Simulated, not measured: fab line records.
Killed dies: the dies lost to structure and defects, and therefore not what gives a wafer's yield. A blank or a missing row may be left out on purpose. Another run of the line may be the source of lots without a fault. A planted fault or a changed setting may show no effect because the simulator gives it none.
Which tool was responsible? / flow n5-finfet / 10 lots with 28 wafers sampled at 5 steps, on a route of 1938 steps

## WHAT THE GAUGES SHOWED, per wafer
N5_BEOL_M2_OVL_MEAS_12. Usual: M2_OVL gives -0.2 nm (standard deviation 0.64).
lot=L559; measured=day 6 13:04; on=overlay-01; M2_OVL (nm)=1.0 0.3 -0.3; flag=
lot=L560; measured=day 6 14:25; on=overlay-01; M2_OVL (nm)=-1.2 -2.2 -0.9; flag=
lot=L561; measured=day 7 00:09; on=overlay-01; M2_OVL (nm)=-0.2 0.3 -0.1; flag=
lot=L563; measured=day 7 15:16; on=overlay-02; M2_OVL (nm)=0.3 0.5 -1.0; flag=
lot=L562; measured=day 7 17:32; on=overlay-02; M2_OVL (nm)=0.2 0.7; flag=
lot=L567; measured=day 8 16:16; on=overlay-01; M2_OVL (nm)=0.8 0.2 1.0; flag=
lot=L569; measured=day 9 07:23; on=overlay-02; M2_OVL (nm)=-1.0 -0.5 -0.2; flag=
lot=L574; measured=day 10 06:54; on=overlay-01; M2_OVL (nm)=-0.1 -0.7; flag=
lot=L581; measured=day 12 13:16; on=overlay-01; M2_OVL (nm)=-1.2 -1.0 -0.4; flag=
lot=L582; measured=day 12 20:31; on=overlay-01; M2_OVL (nm)=-0.2 1.2 0.4; flag=

N5_BEOL_M2_CD_MEAS_28: target cd 26.2 nm, target cd y 24.1 nm. Usual: cd-nm 26.23 nm, standard deviation 0.26.
lot=L559; measured=day 6 13:54; on=cd-sem-03; cd-nm (nm)=26.06 26.14 26.30; flag=
lot=L560; measured=day 6 15:24; on=cd-sem-02; cd-nm (nm)=26.22 26.32 26.18; flag=
lot=L561; measured=day 7 01:13; on=cd-sem-01; cd-nm (nm)=26.34 26.26 25.88; flag=
lot=L563; measured=day 7 16:22; on=cd-sem-02; cd-nm (nm)=26.23 26.14 26.80; flag=
lot=L562; measured=day 7 18:35; on=cd-sem-03; cd-nm (nm)=26.06 26.84; flag=
lot=L567; measured=day 8 17:07; on=cd-sem-02; cd-nm (nm)=26.09 25.66 26.27; flag=
lot=L569; measured=day 9 08:36; on=cd-sem-02; cd-nm (nm)=26.04 26.20 26.41; flag=
lot=L574; measured=day 10 07:58; on=cd-sem-03; cd-nm (nm)=26.32 26.30; flag=
lot=L581; measured=day 12 14:07; on=cd-sem-01; cd-nm (nm)=26.43 26.56 26.71; flag=
lot=L582; measured=day 12 21:22; on=cd-sem-01; cd-nm (nm)=26.39 26.12 26.66; flag=

N5_BEOL_M4_RC_MEAS_101. Usual: DIBL_N 36.0 mV/V, standard deviation 1.6; DIBL_P 35.8 mV/V, standard deviation 2; IOFF_N 0.152 nA/um, standard deviation 0.03; IOFF_P 0.20 nA/um, standard deviation 0.031; ION_N 670 uA/um, standard deviation 12; ION_P 459 uA/um, standard deviation 7.4; SS_N 71.5 mV/dec, standard deviation 0.56; SS_P 73.2 mV/dec, standard deviation 0.64; VT_N 251 mV, standard deviation 3.5; VT_P -252 mV, standard deviation 3.3.
lot=L559; measured=day 9 08:02; on=prober-02; DIBL_N (mV/V)=36.5 36.4 35.1; DIBL_P (mV/V)=36.9 36.1 35.6; IOFF_N (nA/um)=0.170 0.159 0.143; IOFF_P (nA/um)=0.23 0.22 0.22; ION_N (uA/um)=681 664 675; ION_P (uA/um)=467 457 469; SS_N (mV/dec)=72.2 72.2 72.0; SS_P (mV/dec)=73.9 73.9 73.2; VT_N (mV)=246 251 252; VT_P (mV)=-247 -246 -246; flag=
lot=L560; measured=day 9 11:49; on=prober-02; DIBL_N (mV/V)=36.7 36.7 33.5; DIBL_P (mV/V)=35.8 35.5 31.3; IOFF_N (nA/um)=0.154 0.141 0.101; IOFF_P (nA/um)=0.20 0.19 0.15; ION_N (uA/um)=674 657 650; ION_P (uA/um)=462 454 450; SS_N (mV/dec)=72.0 71.0 71.0; SS_P (mV/dec)=73.0 73.0 72.1; VT_N (mV)=251 254 255; VT_P (mV)=-253 -254 -256; flag=
lot=L561; measured=day 9 13:56; on=prober-02; DIBL_N (mV/V)=37.0 35.3 35.9; DIBL_P (mV/V)=37.4 34.5 34.9; IOFF_N (nA/um)=0.162 0.136 0.135; IOFF_P (nA/um)=0.21 0.17 0.18; ION_N (uA/um)=683 675 659; ION_P (uA/um)=468 464 451; SS_N (mV/dec)=70.9 71.0 70.8; SS_P (mV/dec)=74.1 72.6 73.1; VT_N (mV)=248 249 252; VT_P (mV)=-250 -253 -255; flag=
lot=L563; measured=day 10 03:13; on=prober-01; DIBL_N (mV/V)=37.4 35.9 37.2; DIBL_P (mV/V)=36.7 35.6 37.0; IOFF_N (nA/um)=0.151 0.125 0.155; IOFF_P (nA/um)=0.20 0.18 0.20; ION_N (uA/um)=674 656 680; ION_P (uA/um)=461 455 463; SS_N (mV/dec)=71.8 71.3 72.1; SS_P (mV/dec)=73.6 73.2 73.6; VT_N (mV)=253 255 250; VT_P (mV)=-252 -250 -253; flag=
lot=L562; measured=day 9 22:49; on=prober-01; DIBL_N (mV/V)=36.7 35.8; DIBL_P (mV/V)=37.3 35.5; IOFF_N (nA/um)=0.176 0.165; IOFF_P (nA/um)=0.21 0.19; ION_N (uA/um)=670 667; ION_P (uA/um)=452 456; SS_N (mV/dec)=71.8 71.8; SS_P (mV/dec)=73.2 73.5; VT_N (mV)=251 247; VT_P (mV)=-251 -254; flag=
lot=L567; measured=day 11 05:56; on=prober-01; DIBL_N (mV/V)=34.2 35.1 36.6; DIBL_P (mV/V)=33.1 34.1 36.1; IOFF_N (nA/um)=0.111 0.124 0.150; IOFF_P (nA/um)=0.15 0.15 0.18; ION_N (uA/um)=654 647 663; ION_P (uA/um)=447 441 451; SS_N (mV/dec)=71.0 71.6 72.1; SS_P (mV/dec)=71.8 72.7 73.1; VT_N (mV)=257 255 251; VT_P (mV)=-257 -255 -256; flag=
lot=L569; measured=day 11 12:44; on=prober-02; DIBL_N (mV/V)=35.8 35.1 36.3; DIBL_P (mV/V)=35.9 35.9 36.2; IOFF_N (nA/um)=0.134 0.132 0.141; IOFF_P (nA/um)=0.17 0.18 0.17; ION_N (uA/um)=677 669 662; ION_P (uA/um)=452 467 451; SS_N (mV/dec)=71.8 71.2 71.6; SS_P (mV/dec)=72.7 72.4 73.2; VT_N (mV)=252 252 253; VT_P (mV)=-258 -256 -258; flag=
lot=L574; measured=day 12 20:21; on=prober-02; DIBL_N (mV/V)=34.7 36.8; DIBL_P (mV/V)=33.2 35.7; IOFF_N (nA/um)=0.122 0.154; IOFF_P (nA/um)=0.15 0.19; ION_N (uA/um)=658 667; ION_P (uA/um)=452 452; SS_N (mV/dec)=71.2 71.9; SS_P (mV/dec)=73.1 73.5; VT_N (mV)=254 252; VT_P (mV)=-257 -252; flag=
lot=L581; measured=day 15 06:46; on=prober-01; DIBL_N (mV/V)=35.3 35.7 37.0; DIBL_P (mV/V)=36.1 36.1 37.1; IOFF_N (nA/um)=0.156 0.171 0.177; IOFF_P (nA/um)=0.23 0.22 0.23; ION_N (uA/um)=681 677 676; ION_P (uA/um)=467 468 465; SS_N (mV/dec)=71.0 71.2 71.9; SS_P (mV/dec)=73.7 74.0 74.4; VT_N (mV)=248 249 251; VT_P (mV)=-249 -250 -250; flag=
lot=L582; measured=day 15 11:20; on=prober-02; DIBL_N (mV/V)=34.3 31.8 33.2; DIBL_P (mV/V)=34.4 30.1 32.1; IOFF_N (nA/um)=0.129 0.087 0.113; IOFF_P (nA/um)=0.17 0.11 0.14; ION_N (uA/um)=655 632 658; ION_P (uA/um)=454 435 449; SS_N (mV/dec)=70.4 71.7 71.2; SS_P (mV/dec)=72.7 71.6 72.2; VT_N (mV)=250 259 255; VT_P (mV)=-253 -261 -258; flag=

## EACH LOT AND THE TOOL THAT RAN IT (in order: tool; ch and the chambers of the sampled wafers; start)
lot=L559; N5_BEOL_M2_ETCH_70=rie-diel-05 ch 2,3, day 7 04:15; N5_BEOL_M2_ETCH_41=rie-diel-05 ch 2,3, day 9 08:02 or earlier
lot=L560; N5_BEOL_M2_ETCH_70=rie-diel-02 ch 2,3, day 7 07:32; N5_BEOL_M2_ETCH_41=rie-diel-02 ch 2,3, day 9 11:49 or earlier
lot=L561; N5_BEOL_M2_ETCH_70=rie-diel-05 ch 2,3, day 7 17:35; N5_BEOL_M2_ETCH_41=rie-diel-05 ch 2,3, day 9 13:56 or earlier
lot=L563; N5_BEOL_M2_ETCH_70=rie-diel-05 ch 0,2,3, day 8 10:27; N5_BEOL_M2_ETCH_41=rie-diel-05 ch 0,2,3, day 10 03:13 or earlier
lot=L562; N5_BEOL_M2_ETCH_70=rie-diel-06 ch 2,3, day 8 21:35; N5_BEOL_M2_ETCH_41=rie-diel-06 ch 2,3, day 9 22:49 or earlier
lot=L567; N5_BEOL_M2_ETCH_70=rie-diel-02 ch 0,3, day 9 09:40; N5_BEOL_M2_ETCH_41=rie-diel-02 ch 0,3, day 11 05:56 or earlier
lot=L569; N5_BEOL_M2_ETCH_70=rie-diel-02 ch 0,1, day 10 11:35; N5_BEOL_M2_ETCH_41=rie-diel-02 ch 0,1, day 11 12:44 or earlier
lot=L574; N5_BEOL_M2_ETCH_70=rie-diel-02 ch 2,3, day 10 15:14; N5_BEOL_M2_ETCH_41=rie-diel-02 ch 2,3, day 12 20:21 or earlier
lot=L581; N5_BEOL_M2_ETCH_70=rie-diel-05 ch 0,1, day 12 23:13; N5_BEOL_M2_ETCH_41=rie-diel-05 ch 0,1, day 15 06:46 or earlier
lot=L582; N5_BEOL_M2_ETCH_70=rie-diel-05 ch 1,2, day 13 11:47; N5_BEOL_M2_ETCH_41=rie-diel-05 ch 1,2, day 15 11:20 or earlier
- N5_BEOL_M2_ETCH_70: etches SOC in N2/H2, target depth 80 nm, overetch 24 nm, time 130 s.
- N5_BEOL_M2_ETCH_41: etches SiCN in CH3F/O2, target depth 29.9 nm, time 52.5 s.

## AS READ BY THE TOOLS THEMSELVES (means over the sampled wafers that have a number; for cases with no such wafer, the mark the record gives instead)
N5_BEOL_M2_ETCH_70. Usual: drypump-motor-current-A 5.7 A, standard deviation 0.43; n2-flow-sccm 200.0 sccm, standard deviation 0.62; oes-product-au 0.57 a.u., standard deviation 0.061; rf-vpp-V 524.5 V, standard deviation 1.7; run-length-s 153.3 s, standard deviation 0.33; showerhead-plenum-p-Torr 2.56 Torr, standard deviation 0.052; temp-c 40.01 C, standard deviation 0.12; throttle-valve-pct 17.84 %, standard deviation 0.18.
lot=L559; tool=rie-diel-05; drypump-motor-current-A (A)=5.4; n2-flow-sccm (sccm)=200.0; oes-product-au (a.u.)=0.61; rf-vpp-V (V)=524.9; run-length-s (s)=153.6; showerhead-plenum-p-Torr (Torr)=2.58; temp-c (C)=39.99; throttle-valve-pct (%)=17.79; flag=
lot=L560; tool=rie-diel-02; drypump-motor-current-A (A)=6.2; n2-flow-sccm (sccm)=199.8; oes-product-au (a.u.)=0.68; rf-vpp-V (V)=527.4; run-length-s (s)=153.0; showerhead-plenum-p-Torr (Torr)=2.65; temp-c (C)=39.99; throttle-valve-pct (%)=17.49; flag=
lot=L561; tool=rie-diel-05; drypump-motor-current-A (A)=5.5; n2-flow-sccm (sccm)=200.0; oes-product-au (a.u.)=0.56; rf-vpp-V (V)=523.4; run-length-s (s)=153.6; showerhead-plenum-p-Torr (Torr)=2.55; temp-c (C)=39.94; throttle-valve-pct (%)=17.81; flag=
lot=L563; tool=rie-diel-05; drypump-motor-current-A (A)=5.7; n2-flow-sccm (sccm)=199.5; oes-product-au (a.u.)=0.56; rf-vpp-V (V)=524.1; run-length-s (s)=153.4; showerhead-plenum-p-Torr (Torr)=2.55; temp-c (C)=40.00; throttle-valve-pct (%)=17.86; flag=
lot=L562; tool=rie-diel-06; drypump-motor-current-A (A)=6.0; n2-flow-sccm (sccm)=200.5; oes-product-au (a.u.)=0.53; rf-vpp-V (V)=524.5; run-length-s (s)=153.2; showerhead-plenum-p-Torr (Torr)=2.51; temp-c (C)=39.94; throttle-valve-pct (%)=17.79; flag=
lot=L567; tool=rie-diel-02; drypump-motor-current-A (A)=5.6; n2-flow-sccm (sccm)=200.1; oes-product-au (a.u.)=0.57; rf-vpp-V (V)=527.1; run-length-s (s)=153.3; showerhead-plenum-p-Torr (Torr)=2.63; temp-c (C)=40.17; throttle-valve-pct (%)=17.87; flag=
lot=L569; tool=rie-diel-02; drypump-motor-current-A (A)=5.1; n2-flow-sccm (sccm)=199.9; oes-product-au (a.u.)=0.50; rf-vpp-V (V)=524.5; run-length-s (s)=158.7; showerhead-plenum-p-Torr (Torr)=2.56; temp-c (C)=39.87; throttle-valve-pct (%)=18.05; flag=OFF
lot=L574; tool=rie-diel-02; drypump-motor-current-A (A)=6.1; n2-flow-sccm (sccm)=200.0; oes-product-au (a.u.)=0.61; rf-vpp-V (V)=526.0; run-length-s (s)=160.9; showerhead-plenum-p-Torr (Torr)=2.62; temp-c (C)=40.03; throttle-valve-pct (%)=17.61; flag=OFF
lot=L581; tool=rie-diel-05; drypump-motor-current-A (A)=5.9; n2-flow-sccm (sccm)=200.2; oes-product-au (a.u.)=0.51; rf-vpp-V (V)=523.3; run-length-s (s)=153.3; showerhead-plenum-p-Torr (Torr)=2.51; temp-c (C)=40.07; throttle-valve-pct (%)=18.05; flag=
lot=L582; tool=rie-diel-05; drypump-motor-current-A (A)=5.4; n2-flow-sccm (sccm)=200.9; oes-product-au (a.u.)=0.58; rf-vpp-V (V)=522.7; run-length-s (s)=153.4; showerhead-plenum-p-Torr (Torr)=2.52; temp-c (C)=39.97; throttle-valve-pct (%)=17.88; flag=

N5_BEOL_M2_ETCH_41. Usual: O2_flow_sccm 20.00 sccm, standard deviation 0.06; drypump-motor-current-A 5.7 A, standard deviation 0.42; oes-product-au 0.77 a.u., standard deviation 0.09; rf-vpp-V 297.6 V, standard deviation 1.1; run-length-s 75.8 s, standard deviation 0.32; showerhead-plenum-p-Torr 2.01 Torr, standard deviation 0.039; throttle-valve-pct 16.35 %, standard deviation 0.19.
lot=L559; tool=rie-diel-05; O2_flow_sccm (sccm)=20.05; drypump-motor-current-A (A)=5.4; oes-product-au (a.u.)=0.85; rf-vpp-V (V)=298.2; run-length-s (s)=75.8; showerhead-plenum-p-Torr (Torr)=2.02; throttle-valve-pct (%)=16.16; flag=
lot=L560; tool=rie-diel-02; O2_flow_sccm (sccm)=20.07; drypump-motor-current-A (A)=6.2; oes-product-au (a.u.)=0.93; rf-vpp-V (V)=299.0; run-length-s (s)=75.6; showerhead-plenum-p-Torr (Torr)=2.09; throttle-valve-pct (%)=16.09; flag=
lot=L561; tool=rie-diel-05; O2_flow_sccm (sccm)=19.98; drypump-motor-current-A (A)=5.5; oes-product-au (a.u.)=0.76; rf-vpp-V (V)=297.8; run-length-s (s)=76.0; showerhead-plenum-p-Torr (Torr)=2.00; throttle-valve-pct (%)=16.28; flag=
lot=L563; tool=rie-diel-05; O2_flow_sccm (sccm)=19.96; drypump-motor-current-A (A)=5.7; oes-product-au (a.u.)=0.76; rf-vpp-V (V)=297.6; run-length-s (s)=75.8; showerhead-plenum-p-Torr (Torr)=2.00; throttle-valve-pct (%)=16.33; flag=
lot=L562; tool=rie-diel-06; O2_flow_sccm (sccm)=20.05; drypump-motor-current-A (A)=6.0; oes-product-au (a.u.)=0.71; rf-vpp-V (V)=296.4; run-length-s (s)=75.7; showerhead-plenum-p-Torr (Torr)=1.98; throttle-valve-pct (%)=16.42; flag=
lot=L567; tool=rie-diel-02; O2_flow_sccm (sccm)=19.94; drypump-motor-current-A (A)=5.6; oes-product-au (a.u.)=0.77; rf-vpp-V (V)=299.3; run-length-s (s)=75.6; showerhead-plenum-p-Torr (Torr)=2.07; throttle-valve-pct (%)=16.45; flag=
lot=L569; tool=rie-diel-02; O2_flow_sccm (sccm)=20.06; drypump-motor-current-A (A)=5.1; oes-product-au (a.u.)=0.68; rf-vpp-V (V)=298.0; run-length-s (s)=75.9; showerhead-plenum-p-Torr (Torr)=2.02; throttle-valve-pct (%)=16.61; flag=
lot=L574; tool=rie-diel-02; O2_flow_sccm (sccm)=19.98; drypump-motor-current-A (A)=6.0; oes-product-au (a.u.)=0.86; rf-vpp-V (V)=298.1; run-length-s (s)=75.5; showerhead-plenum-p-Torr (Torr)=2.06; throttle-valve-pct (%)=16.17; flag=
lot=L581; tool=rie-diel-05; O2_flow_sccm (sccm)=20.06; drypump-motor-current-A (A)=5.9; oes-product-au (a.u.)=0.69; rf-vpp-V (V)=296.9; run-length-s (s)=75.8; showerhead-plenum-p-Torr (Torr)=1.97; throttle-valve-pct (%)=16.59; flag=
lot=L582; tool=rie-diel-05; O2_flow_sccm (sccm)=19.94; drypump-motor-current-A (A)=5.4; oes-product-au (a.u.)=0.79; rf-vpp-V (V)=297.5; run-length-s (s)=75.8; showerhead-plenum-p-Torr (Torr)=1.96; throttle-valve-pct (%)=16.36; flag=

## THE ANSWER, worked out from the rows above alone
Rule: a lot is off if the mean of its wafers that have a number lies more than 3 standard deviations from the usual mean. A lot without any number at a reading at which 4 lots or more have one is off too. The other lots that the step has rows for count as sound. After the gauges, taken in route order, come the tools' own readings; for these a lot's mean is taken, as printed above. At the first step where some lot is off, the reading lying furthest off is the one used; lots without a number count as furthest.
Off at N5_BEOL_M2_ETCH_70 (run-length-s): L569, L574.
If a tool, at that step or one of the process steps before it, ran each lot that is off and ran no sound lot following the first of them, it fits. One candidate fits, namely rie-diel-02 at N5_BEOL_M2_ETCH_70. Its last sound lot is L567 (day 9 09:40), its first lot that is off L569 (day 10 11:35): a fault that began between those two fits.
On the lots that are off, the tool's own readings at N5_BEOL_M2_ETCH_70 differ by more than 5 times the standard deviation of the sound lots' means, which bears it out; run-length-s reads 159.8 s there versus 153.3 s on the sound lots.

## WHAT WAS PUT IN BY THE SIMULATOR
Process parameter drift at N5_BEOL_M2_ETCH_70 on rie-diel-02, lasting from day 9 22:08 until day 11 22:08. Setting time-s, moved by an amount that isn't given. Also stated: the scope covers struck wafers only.
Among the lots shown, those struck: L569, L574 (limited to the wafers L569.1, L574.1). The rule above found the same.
